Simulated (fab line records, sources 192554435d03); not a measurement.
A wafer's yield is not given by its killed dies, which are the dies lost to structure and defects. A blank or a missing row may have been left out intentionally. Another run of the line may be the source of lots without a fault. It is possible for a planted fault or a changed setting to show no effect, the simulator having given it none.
Chamber matching + flow n5Finfet + N5_BEOL_M11_DESCUM_33 on rieDiel-05: 4 sister chambers
The step chemistry O2, time 7.9 s. 16 wafers are shown with their chamber, then 8 later ones without.

## WAFERS PAIRED WITH THEIR CHAMBERS
| wafer  | chamber | drypumpMotorCurrentA (A) | showerheadPlenumPTorr (Torr) | rfVppV (V) |
|--------|---------|--------------------------|------------------------------|------------|
| L075.2 | 0       | 4.7                      | 2.16                         | 245.2      |
| L075.4 | 3       | 5.8                      | 2.09                         | 244.1      |
| L075.5 | 3       | 5.8                      | 2.10                         | 242.4      |
| L078.1 | 1       | 5.8                      | 2.00                         | 242.1      |
| L078.4 | 3       | 5.8                      | 2.09                         | 242.8      |
| L078.6 | 0       | 4.8                      | 2.15                         | 244.2      |
| L080.1 | 3       | 5.8                      | 2.09                         | 243.0      |
| L080.3 | 2       | 6.1                      | 2.09                         | 243.8      |
| L080.4 | 0       | 4.8                      | 2.15                         | 245.0      |
| L082.4 | 3       | 5.8                      | 2.09                         | 242.8      |
| L082.5 | 0       | 4.8                      | 2.15                         | 244.5      |
| L082.6 | 3       | 5.8                      | 2.09                         | 243.9      |
| L089.1 | 3       | 5.9                      | 2.08                         | 243.0      |
| L089.4 | 1       | 5.8                      | 1.99                         | 242.3      |
| L089.6 | 2       | 6.1                      | 2.08                         | 243.8      |
| L091.1 | 3       | 5.9                      | 2.08                         | 242.6      |

SIGNATURES (averages over the wafers above)
| reading               | chamber 0 | chamber 1 | chamber 2 | chamber 3 | scatter within a chamber |
|-----------------------|-----------|-----------|-----------|-----------|--------------------------|
| drypumpMotorCurrentA  | 4.775     | 5.800     | 6.100     | 5.825     | 0.0433                   |
| showerheadPlenumPTorr | 2.1525    | 1.9950    | 2.0850    | 2.0888    | 0.00621                  |
| rfVppV                | 244.725   | 242.200   | 243.800   | 243.075   | 0.518                    |
Rule: a wafer's distance from a chamber is the root of the sum, over the readings, of the square of ((its reading less the chamber's mean) divided by the reading's scatter). The wafer belongs to the nearest chamber; if the next one is less than 2 further off, it can't be placed. The scatter: the root of (the sum of the squares of (reading less its chamber's mean) over the shown wafers, divided by (wafers less chambers)).

## WAFERS WITH NO CHAMBER GIVEN
| wafer  | drypumpMotorCurrentA (A) | showerheadPlenumPTorr (Torr) | rfVppV (V) |
|--------|--------------------------|------------------------------|------------|
| L091.2 | 4.8                      | 2.15                         | 243.3      |
| L091.3 | 5.8                      | 1.99                         | 241.5      |
| L094.2 | 5.8                      | 2.08                         | 241.9      |
| L094.5 | 6.1                      | 2.08                         | 244.2      |
| L094.6 | 5.8                      | 1.99                         | 241.2      |
| L096.1 | 5.8                      | 2.08                         | 242.4      |
| L096.2 | 5.8                      | 1.98                         | 240.7      |
| L096.3 | 4.8                      | 2.14                         | 243.6      |

## WHICH CHAMBER EACH WENT THROUGH
| wafer  | from the rows above | in truth |
|--------|---------------------|----------|
| L091.2 | 0                   | 0        |
| L091.3 | 1                   | 1        |
| L094.2 | 3                   | 3        |
| L094.5 | 2                   | 2        |
| L094.6 | 1                   | 1        |
| L096.1 | 3                   | 3        |
| L096.2 | 1                   | 1        |
| L096.3 | 0                   | 0        |
8 of 8 placed correctly. Number that these rows cannot place: 0. Number placed wrongly: 0.
